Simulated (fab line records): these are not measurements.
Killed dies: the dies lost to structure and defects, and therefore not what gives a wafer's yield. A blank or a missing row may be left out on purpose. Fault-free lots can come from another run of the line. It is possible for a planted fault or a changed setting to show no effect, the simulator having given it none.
fab line records	flow n5_finfet
record lots=9	wafers=24	last_day=17
route steps=1938 shown MOL_CONTACT_COAG@577 BEOL_M4@1111 PASSIVATION@1936
lots that met no fault: taken from a fault-free run of the same line
start_h: hours from the record's opening day to when the first of the lot's shown wafers began	wait_h: hours from the lot's prior step to this one	" identical to the entry in the row above	L1.1+2: a row that stands for several wafers	- no value, or no start given	* or withheld: withheld	< > ~ a bound
route shown NAME@n: names a module that has steps shown in the file, with the first one's number in the route	usual: mean/standard deviation of fault-free wafers	same: alike in all rows	chamber/n: place in a boat	sites: the reading at each site	_std_site: standard deviation across them	_edge_site: the outer-site mean with the inner-site mean subtracted	radius_mm: for every site, how far away it sits from the centre of the wafer	mask NAME#n: copy n	behind: the tool/chamber that last shaped the wafer	hold: reason for holding the lot/hours on hold/outcome of the hold	device: whichever transistor did not switch (one of n, p or np)	end of line: tests run on the same wafers once the route is complete	a step given without rows: its recipe and nothing more	killed: dies that structure and defects cost at the first sort, which is not the same as the wafer's yield	map: a wafer's dies, marking killed ones x, the rest . and places with no die _
set.NAME: the setting as run; set.NAME@STEP: as run at that earlier step	model.NAME: the simulator's own value behind a step, which no gauge read
a sample of lots followed through the steps of the route, with each step as a table and each wafer as a row
services: a tool's chamber out of use, with start hour (start_h, from the record's first day; less than 0 if before it), hours out, and reason
## steps
# step N5_MOL_CONTACT_COAG_ETCH_89
# recipe chemistry=N2/H2	target=underlayer	target_depth_a=130	mask_material=CAR-EUV	time_s=10.4	ion_energy_ev=200	pressure_mtorr=30	source_w=840	bias_w=150	n2_flow_sccm=200	h2_flow_sccm=200	ends=cleared
# usual drypump_motor_current_A=5.7/0.32	etch_rf_on_time_s=10.4/0.39	oes_product_au=0.68/0.065	rf_fwd_power_W=819.4/2.7	rf_vpp_V=524.2/2	showerhead_plenum_p_Torr=2.56/0.069	throttle_valve_pct=17.84/0.26
lot.wafer	tool	chamber	start_h	wait_h	drypump_motor_current_A	etch_rf_on_time_s	oes_product_au	rf_fwd_power_W	rf_hours_counter_h	rf_vpp_V	showerhead_plenum_p_Torr	throttle_valve_pct
L757.1	rie_diel-04	0	124.29	0.0	6.2	10.0	0.79	821.0	24	526.6	2.61	17.65
L757.5	"	2	"	"	5.5	9.9	0.63	816.1	-	525.9	2.65	17.66
L757.6	"	1	"	"	5.4	10.6	0.61	816.5	-	524.6	2.51	17.60
L758.2	rie_diel-06	3	133.85	0.0	6.1	10.6	0.71	822.9	82	524.4	2.57	17.61
L758.4	"	0	"	"	5.6	10.9	0.71	817.5	35	523.0	2.51	17.69
L758.6	"	0	"	"	5.5	10.8	0.71	821.8	-	522.3	2.51	17.69
L762.1	rie_diel-04	1	152.32	0.0	5.4	10.8	0.59	814.7	205	522.8	2.51	17.62
L762.3	"	2	"	"	5.5	9.8	0.63	823.6	187	526.8	2.64	17.66
L762.5	"	0	"	"	6.2	10.0	0.77	819.2	-	525.4	2.60	17.66
L769.3	rie_diel-06	2	191.75	0.0	5.7	9.7	0.72	822.6	90	524.8	2.55	17.88
L769.5	"	3	"	"	6.0	10.5	0.69	817.9	-	522.8	2.56	17.65
L770.2	rie_diel-01	2	198.42	0.0	5.9	10.9	0.56	819.2	250	520.0	2.40	18.34
L770.3	"	3	"	"	5.6	10.6	0.71	816.3	71	524.7	2.57	17.97
L773.2	rie_diel-04	1	214.50	0.0	5.4	10.6	0.58	818.0	223	523.5	2.50	17.66
L773.4	"	0	"	"	6.2	9.8	0.75	812.6	56	524.0	2.59	17.69
L774.1	rie_diel-04	1	220.72	0.0	5.4	10.7	0.58	818.3	225	522.1	2.50	17.64
L774.4	"	0	"	"	6.2	9.9	0.74	821.9	58	525.0	2.59	17.70
L774.5	"	2	"	"	5.5	10.0	0.61	826.0	-	527.6	2.63	17.69
L775.1	rie_diel-01	3	230.80	0.0	5.5	10.7	0.69	814.8	86	525.1	2.57	17.99
L775.2	"	2	"	"	5.9	10.7	0.80	818.4	7	529.7	2.72	17.98
L775.3	"	0	"	"	5.1	10.0	0.74	816.1	52	523.4	2.62	17.96
L776.1	rie_diel-04	3	239.06	0.0	6.1	10.6	0.66	818.4	100	521.8	2.44	17.60
L776.2	"	1	"	"	5.4	11.0	0.57	821.5	231	520.9	2.50	17.66
L776.6	"	0	"	"	6.2	10.0	0.73	819.6	-	524.0	2.59	17.73
# step N5_MOL_CONTACT_COAG_STRIP_96
# recipe chemistry=N2/H2	power_w=500	temp_c=40	pressure_mtorr=50	rf_frequency_hz=6e+07	overash_fraction=0.3	bias_power_w=28	h2_frac=0.5	n2_flow_sccm=300	h2_flow_sccm=300
# usual drypump_motor_current_A=5.71/0.28	oes_product_au=0.80/0.074	rf_vpp_V=121.9/1.2	showerhead_plenum_p_Torr=3.38/0.09	throttle_valve_pct=19.0/0.31
lot.wafer	tool	chamber	start_h	wait_h	drypump_motor_current_A	oes_product_au	rf_hours_counter_h	rf_vpp_V	showerhead_plenum_p_Torr	throttle_valve_pct
L757.1	rie_diel-01	1	124.80	0.0	5.57	0.76	177	121.6	3.50	19.5
L757.5	"	3	"	"	5.48	0.88	-	121.2	3.41	19.0
L757.6	"	0	"	"	5.15	0.91	-	124.4	3.48	19.1
L758.2	rie_diel-01	1	134.35	0.0	5.56	0.75	180	124.5	3.50	19.5
L758.4	"	0	"	"	5.14	0.88	20	122.4	3.48	19.1
L758.6	"	1	"	"	5.56	0.74	-	121.1	3.50	19.6
L762.1	rie_diel-06	2	152.84	0.0	5.66	0.84	74	121.1	3.37	18.9
L762.3	"	3	"	"	6.07	0.83	89	121.4	3.39	18.5
L762.5	"	0	"	"	5.55	0.84	-	122.0	3.32	19.3
L769.3	rie_diel-01	0	192.25	0.0	5.14	0.86	38	121.1	3.47	19.1
L769.5	"	2	"	"	5.89	0.67	-	119.9	3.18	19.3
L770.2	rie_diel-06	0	198.93	0.0	5.56	0.83	57	121.2	3.31	19.3
L770.3	"	2	"	"	5.68	0.82	94	121.9	3.36	18.9
L773.2	rie_diel-06	3	215.02	0.0	6.09	0.80	115	121.1	3.37	18.6
L773.4	"	0	"	"	5.57	0.81	-	121.3	3.31	19.3
L774.1	rie_diel-01	3	221.22	0.0	5.53	0.82	82	121.8	3.39	19.1
L774.4	"	0	"	"	5.14	0.85	49	122.3	3.46	19.1
L774.5	"	3	"	"	5.54	0.82	-	120.2	3.39	19.0
L775.1	rie_diel-06	2	231.74	0.0	5.69	0.80	107	121.5	3.36	19.0
L775.2	"	0	"	"	5.57	0.81	70	121.4	3.30	19.3
L775.3	"	3	"	"	6.07	0.80	121	123.2	3.37	18.5
L776.1	rie_diel-01	0	239.59	0.0	5.15	0.84	55	123.5	3.46	19.1
L776.2	"	1	"	"	5.58	0.72	218	122.8	3.48	19.6
L776.6	"	2	"	"	5.89	0.94	-	122.3	3.58	18.9
# step N5_MOL_CONTACT_COAG_STRIP_119
# recipe chemistry=N2/H2	time_s=30	power_w=1000	temp_c=250	pressure_mtorr=withheld	n2_flow_sccm=1750	h2_flow_sccm=3250
# usual drypump_motor_current_A=5.7/0.35	heater_power_w=357/40
lot.wafer	tool	chamber	start_h	wait_h	drypump_motor_current_A	heater_power_w	rf_hours_counter_h
L757.1	plasma_asher-01	1	124.92	0.1	5.2	367	89
L757.5	"	1	"	"	5.2	376	-
L757.6	"	0	"	"	6.1	317	-
L758.2	plasma_asher-02	0	134.48	0.1	5.4	413	52
L758.4	"	0	"	"	5.4	406	-
L758.6	"	1	"	"	5.9	325	-
L762.1	plasma_asher-02	0	152.96	0.1	5.5	407	57
L762.3	"	0	"	"	5.5	409	-
L762.5	"	0	"	"	5.5	411	-
L769.3	plasma_asher-01	1	192.39	0.1	5.2	373	-
L769.5	"	0	"	"	6.1	311	-
L770.2	plasma_asher-01	0	199.05	0.1	6.1	311	100
L770.3	"	0	"	"	6.1	320	-
L773.2	plasma_asher-02	1	215.15	0.1	5.8	325	72
L773.4	"	0	"	"	5.4	412	-
L774.1	plasma_asher-01	1	221.34	0.1	5.2	378	104
L774.4	"	1	"	"	5.2	379	-
L774.5	"	1	"	"	5.2	373	-
L775.1	plasma_asher-01	0	231.87	0.1	6.1	314	106
L775.2	"	1	"	"	5.2	381	106
L775.3	"	1	"	"	5.2	370	-
L776.1	plasma_asher-02	1	239.71	0.1	5.8	325	77
L776.2	"	0	"	"	5.4	402	77
L776.6	"	0	"	"	5.4	409	-
# step N5_MOL_CONTACT_COAG_ALD_133
# recipe material=SiO2	target_thk_a=50	temp_c=100	ald_precursor_family=BDEAS	ald_co_reactant=O2-plasma	pulse_time_s=1	co_reactant_pulse_time_s=1	purge_time_s=2	co_reactant_purge_time_s=2	ald_cycles=35	pressure_torr=2
# usual ald_cycles=35/0	chamber_pressure_Torr=2.000/0.0044	heater_power_w=80/5.3	precursor_pulse_height_rel=1.002/0.019
# same co_reactant_pulse_time_s=1	purge_time_s=2
lot.wafer	tool	chamber	start_h	wait_h	ald_cycles	chamber_pressure_Torr	heater_power_w	precursor_pulse_height_rel	since_wet_clean_h
L757.1	ald_sin-03	1	125.82	0.2	35	1.992	72	0.970	27
L757.5	"	2	"	"	35	2.003	83	0.984	-
L757.6	"	1	"	"	35	1.995	71	1.021	-
L758.2	ald_sin-04	3	135.28	0.1	35	1.997	77	1.014	127
L758.4	"	0	"	"	35	2.000	78	1.012	127
L758.6	"	2	"	"	35	1.998	86	0.991	-
L762.1	ald_sin-04	1	153.80	0.1	35	1.997	90	1.015	145
L762.3	"	2	"	"	35	2.005	85	1.002	145
L762.5	"	0	"	"	35	2.002	77	1.000	-
L769.3	ald_sin-04	1	193.36	0.2	35	1.995	90	0.989	185
L769.5	"	3	"	"	49	2.006	75	1.001	-
L770.2	ald_sin-04	1	199.95	0.1	49	2.004	91	0.994	192
L770.3	"	0	"	"	35	2.011	78	1.005	192
L773.2	ald_sin-04	2	216.05	0.1	49	1.998	83	1.004	208
L773.4	"	0	"	"	35	2.003	78	1.011	208
L774.1	ald_sin-03	0	222.10	0.1	35	1.998	81	1.014	123
L774.4	"	3	"	"	35	2.002	80	0.991	123
L774.5	"	1	"	"	35	2.004	71	0.963	-
L775.1	ald_sin-03	1	232.72	0.1	35	1.996	72	0.985	134
L775.2	"	2	"	"	35	1.995	83	1.038	134
L775.3	"	0	"	"	35	2.002	81	1.003	134
L776.1	ald_sin-02	1	241.47	1.0	35	2.000	75	0.979	338
L776.2	"	2	"	"	35	1.997	82	1.032	338
L776.6	"	1	"	"	35	2.001	76	0.973	-
# step N5_BEOL_M4_RC_MEAS_101
# usual DIBL_N=36.0/2.2	DIBL_P=35.9/2.6	IOFF_N=0.16/0.038	IOFF_P=0.21/0.042	ION_N=675/15	ION_P=463/10	SS_N=71.5/0.62	SS_P=73.2/0.76	VT_N=250/4.1	VT_P=-251/3.6
lot.wafer	tool	chamber	start_h	wait_h	DIBL_N[mV/V]	DIBL_P[mV/V]	IOFF_N[nA/um]	IOFF_P[nA/um]	ION_N[uA/um]	ION_P[uA/um]	SS_N[mV/dec]	SS_P[mV/dec]	VT_N[mV]	VT_P[mV]
L757.1	prober-01	0	192.73	0.0	32.4	31.1	0.10	0.14	662	457	71.0	72.7	259	-258
L757.5	"	0	"	"	32.1	31.3	0.10	0.14	648	454	70.5	72.4	260	-257
L757.6	"	0	"	"	34.7	33.8	0.13	0.18	674	465	71.4	74.1	255	-251
L758.2	prober-01	0	195.36	0.2	38.7	39.3	0.21	0.26	690	471	72.2	74.5	245	-249
L758.4	"	0	"	"	36.1	35.5	0.16	0.19	675	459	72.4	73.7	249	-251
L758.6	"	0	"	"	33.1	32.3	0.12	0.16	662	452	71.2	72.1	252	-253
L762.1	prober-02	0	215.85	0.0	37.8	37.3	0.16	0.19	675	459	71.2	73.3	252	-254
L762.3	"	0	"	"	35.3	34.2	0.12	0.16	644	445	70.9	73.4	259	-256
L762.5	"	0	"	"	35.8	33.6	0.13	0.15	653	446	71.9	72.5	256	-259
L769.3	prober-01	0	262.40	0.3	36.0	37.5	0.18	0.24	687	470	71.2	73.3	246	-246
L770.3	prober-02	0	267.24	0.3	37.6	39.1	0.19	0.26	685	472	72.3	73.6	245	-246
L774.1	prober-02	0	290.17	0.0	35.9	36.9	0.17	0.28	684	476	71.5	74.2	249	-243
L774.4	"	0	"	"	32.9	32.5	0.12	0.19	663	462	70.3	72.6	255	-249
L774.5	"	0	"	"	33.8	31.9	0.12	0.18	656	454	70.8	72.2	252	-251
L773.4	prober-02	0	294.04	0.5	34.1	34.3	0.13	0.18	664	458	71.3	73.1	253	-254
L775.1	prober-01	0	306.25	0.0	37.4	40.0	0.21	0.26	678	458	71.8	74.5	242	-250
L775.2	"	0	"	"	33.0	33.5	0.14	0.17	679	467	71.5	72.5	249	-254
L775.3	"	0	"	"	37.6	40.5	0.22	0.25	692	470	72.9	74.6	244	-249
L776.1	prober-02	0	306.35	0.0	36.0	37.0	0.18	0.25	684	464	71.0	73.4	245	-248
L776.2	"	0	"	"	35.7	36.7	0.18	0.25	693	475	71.2	73.6	244	-245
L776.6	"	0	"	"	35.6	37.8	0.19	0.28	700	491	71.5	74.2	245	-245
# step N5_PASSIVATION_PROBE_49
# usual defect_limited_yield=91.4/1.6	killed_at_M0_to_M3=35/10	killed_at_M4_up=12/4.7	killed_at_contacts=12/5.8	killed_at_front_end=38/12	killed_at_other=4/3.2	killed_dies=102/18	killed_on_rim=13/4.2	killed_open=68/14	killed_short=32/8	sort_bin_5_function=5.1/0.96	sort_bin_6_memory=3.2/0.77	sort_bin_8_speed=0.1/0.39	sort_n_pass=1078/20	sort_yield_pct=91.3/1.7
# same gross_dies=1180	killed_at_back_side=0	sort_bin_4_leakage[%]=0
lot.wafer	tool	chamber	start_h	wait_h	defect_limited_yield[%]	killed_at_M0_to_M3	killed_at_M4_up	killed_at_contacts	killed_at_front_end	killed_at_other	killed_dies	killed_on_rim	killed_open	killed_short	sort_bin_5_function[%]	sort_bin_6_memory[%]	sort_bin_8_speed[%]	sort_n_pass	sort_yield_pct[%]
L769.3	prober-02	-	370.36	0.1	90.5	29	16	12	54	1	112	9	74	38	6.1	2.9	0	1068	90.5
L769.5	prober-02	-	370.46	0.2	0.8	41	10	1071	45	4	1171	150	71	40	95.3	3.9	0	9	0.8
L770.2	prober-01	-	373.99	0.1	0.5	33	7	1082	47	5	1174	152	81	23	95.8	3.5	0	6	0.5
L770.3	prober-01	-	374.04	0.1	91.6	26	6	20	41	6	99	15	66	33	4.7	3.5	0	1081	91.6
L774.4	prober-02	-	390.90	0.5	89.3	46	9	22	40	9	126	20	74	52	5.9	4.2	0	1054	89.3
L774.5	prober-02	-	390.95	0.6	89.7	58	11	13	37	3	122	14	75	45	5.8	4.1	0	1058	89.7
L773.2	prober-01	-	394.35	0.1	0.7	23	5	1077	61	6	1172	151	64	35	95.3	3.6	0	8	0.7
L773.4	prober-01	-	394.45	0.2	90.4	30	12	11	52	8	113	14	79	34	6.4	3.1	0	1067	90.4
L776.1	prober-02	-	403.77	0.0	90.1	39	14	19	42	3	117	22	85	31	6.0	3.7	0	1063	90.1
L776.2	prober-02	-	403.82	0.1	90.8	31	5	17	54	1	108	18	71	35	5.1	3.7	0	1072	90.8
L776.6	prober-02	-	404.02	0.3	91.1	31	15	12	44	3	105	12	66	39	6.2	2.5	0	1075	91.1
# killed by level:class
L769.3 FIN_SAQP:geometric_particle:open=15 FIN_SAQP:geometric_particle:short=11 BEOL_M3:geometric_particle:open=11 MOL_CONTACT_COAG:geometric_particle:open=10 BEOL_M4:geometric_particle:open=7 GATE_CUT:geometric_particle:open=6 STARTING-WAFER:geometric_particle:short=6 BEOL_M0_SAQP:geometric_particle:open=5
L769.5 MOL_CONTACT_COAG:area_ald=1060 BEOL_M3:geometric_particle:open=19 FIN_SAQP:geometric_particle:open=16 FIN_SAQP:geometric_particle:short=10 BEOL_M0_SAQP:geometric_particle:short=10 MOL_CONTACT_COAG:geometric_particle:open=9 DUMMY_GATE:geometric_particle:open=6 BEOL_M1:geometric_particle:short=4
L770.2 MOL_CONTACT_COAG:area_ald=1070 FIN_SAQP:geometric_particle:open=22 BEOL_M0_SAQP:geometric_particle:open=11 MOL_CONTACT_COAG:geometric_particle:open=9 FIN_SAQP:geometric_particle:short=9 BEOL_M2:geometric_particle:open=6 BEOL_M0_SAQP:geometric_particle:short=5 BEOL_M1:geometric_particle:open=5
L770.3 MOL_CONTACT_COAG:geometric_particle:open=18 STI_FIN_REVEAL:geometric_particle:open=10 BEOL_M0_SAQP:geometric_particle:short=10 FIN_SAQP:geometric_particle:open=9 STI_FIN_REVEAL:geometric_particle:short=6 BEOL_M0_SAQP:geometric_particle:open=6 FIN_SAQP:geometric_particle:short=3 GATE_CUT:geometric_particle:short=3
L774.4 MOL_CONTACT_COAG:geometric_particle:open=17 BEOL_M3:geometric_particle:open=12 GATE_CUT:geometric_particle:short=11 FIN_SAQP:geometric_particle:short=10 BEOL_M0_SAQP:geometric_particle:short=9 BEOL_M0_SAQP:geometric_particle:open=7 BEOL_M1:geometric_particle:open=6 MOL_CONTACT_COAG:geometric_particle:short=5
L774.5 FIN_SAQP:geometric_particle:short=11 BEOL_M0_SAQP:geometric_particle:open=11 BEOL_M0_SAQP:geometric_particle:short=10 BEOL_M1:geometric_particle:open=9 BEOL_M2:geometric_particle:open=9 MOL_CONTACT_COAG:geometric_particle:open=8 GATE_CUT:geometric_particle:short=6 BEOL_M3:geometric_particle:open=6
L773.2 MOL_CONTACT_COAG:area_ald=1073 STI_FIN_REVEAL:geometric_particle:open=17 DUMMY_GATE:geometric_particle:open=9 BEOL_M3:geometric_particle:open=8 FIN_SAQP:geometric_particle:open=7 FIN_SAQP:geometric_particle:short=6 MIM_TOP:geometric_particle:open=5 STARTING-WAFER:geometric_particle:short=5
L773.4 STI_FIN_REVEAL:geometric_particle:open=16 BEOL_M2:geometric_particle:open=10 MOL_CONTACT_COAG:geometric_particle:open=9 DUMMY_GATE:geometric_particle:open=8 FIN_SAQP:geometric_particle:short=6 BEOL_M3:geometric_particle:open=6 FIN_SAQP:geometric_particle:open=5 BEOL_M4:geometric_particle:open=5
L776.1 MOL_CONTACT_COAG:geometric_particle:open=17 FIN_SAQP:geometric_particle:open=15 BEOL_M0_SAQP:geometric_particle:open=12 FIN_SAQP:geometric_particle:short=11 BEOL_M2:geometric_particle:open=9 BEOL_M0_SAQP:geometric_particle:short=7 BEOL_M3:geometric_particle:open=7 BEOL_M4:geometric_particle:open=6
L776.2 FIN_SAQP:geometric_particle:short=17 FIN_SAQP:geometric_particle:open=14 MOL_CONTACT_COAG:geometric_particle:open=14 BEOL_M0_SAQP:geometric_particle:open=12 BEOL_M0_SAQP:geometric_particle:short=8 DUMMY_GATE:geometric_particle:open=6 BEOL_M2:geometric_particle:open=5 GATE_CUT:geometric_particle:open=4
L776.6 BEOL_M0_SAQP:geometric_particle:open=11 BEOL_M0_SAQP:geometric_particle:short=11 FIN_SAQP:geometric_particle:open=10 STI_FIN_REVEAL:geometric_particle:open=10 MOL_CONTACT_COAG:geometric_particle:open=8 FIN_SAQP:geometric_particle:short=7 STARTING-WAFER:geometric_particle:short=5 MOL_CONTACT_COAG:geometric_particle:short=4
## services
tool	chamber	start_h	hours	kind
rie_diel-04	0	102.22	2.3	repair
ald_sin-04	3	102.77	18.7	repair
plasma_asher-01	-	149.50	9.1	repair
ald_sin-02	0	151.84	12.4	repair
rie_diel-06	0	155.65	13.1	repair
rie_diel-01	1	173.91	5.0	repair
rie_diel-06	1	187.11	16.2	repair
rie_diel-01	2	201.16	-	clean
rie_diel-01	2	201.16	-	consumable_replace:focus_ring
rie_diel-01	2	201.16	-	consumable_replace:showerhead
rie_diel-01	2	201.16	13.0	scheduled_down
rie_diel-01	2	201.16	13.0	vent_cycle
rie_diel-04	1	204.77	9.1	repair
ald_sin-04	1	226.54	1.7	repair
ald_sin-04	3	231.17	16.1	repair
ald_sin-02	0	232.17	4.1	repair
ald_sin-02	3	238.06	6.4	repair
ald_sin-04	2	240.62	5.4	repair
## key
first_sign step=N5_MOL_CONTACT_COAG_ALD_133	reading=ald_cycles	direction=up	sigmas=99+	usual=*	struck=*
effect step=N5_PASSIVATION_PROBE_49	reading=killed_at_contacts	direction=up	sigmas=99+	usual=12	struck=1077
more_kills_born_at N5_MOL_CONTACT_COAG_ALD_133@ald_sin-04=3203
met_at N5_MOL_CONTACT_COAG_ALD_133
struck_lots L769,L770,L773
struck_wafers L769.5,L770.2,L773.2
later_rows_left_out L769.5,L770.2,L773.2
not_acting_at N5_MOL_CONTACT_COAG_ETCH_89,N5_MOL_CONTACT_COAG_STRIP_96,N5_MOL_CONTACT_COAG_STRIP_119
onset_between 153.80 193.36
fault kind=process_parameter_drift	tool=ald_sin-04	chamber=-	onset_h=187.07	steps=N5_MOL_CONTACT_COAG_ALD_133	channel=ald_cycles	offset=*	shape=step	end_h=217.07	scope=struck_wafers_only	acts_in=*	stated=*
# later_rows_left_out: the simulator's readings of these wafers behind a module that went badly wrong aren't trusted and aren't shown, but for the sort
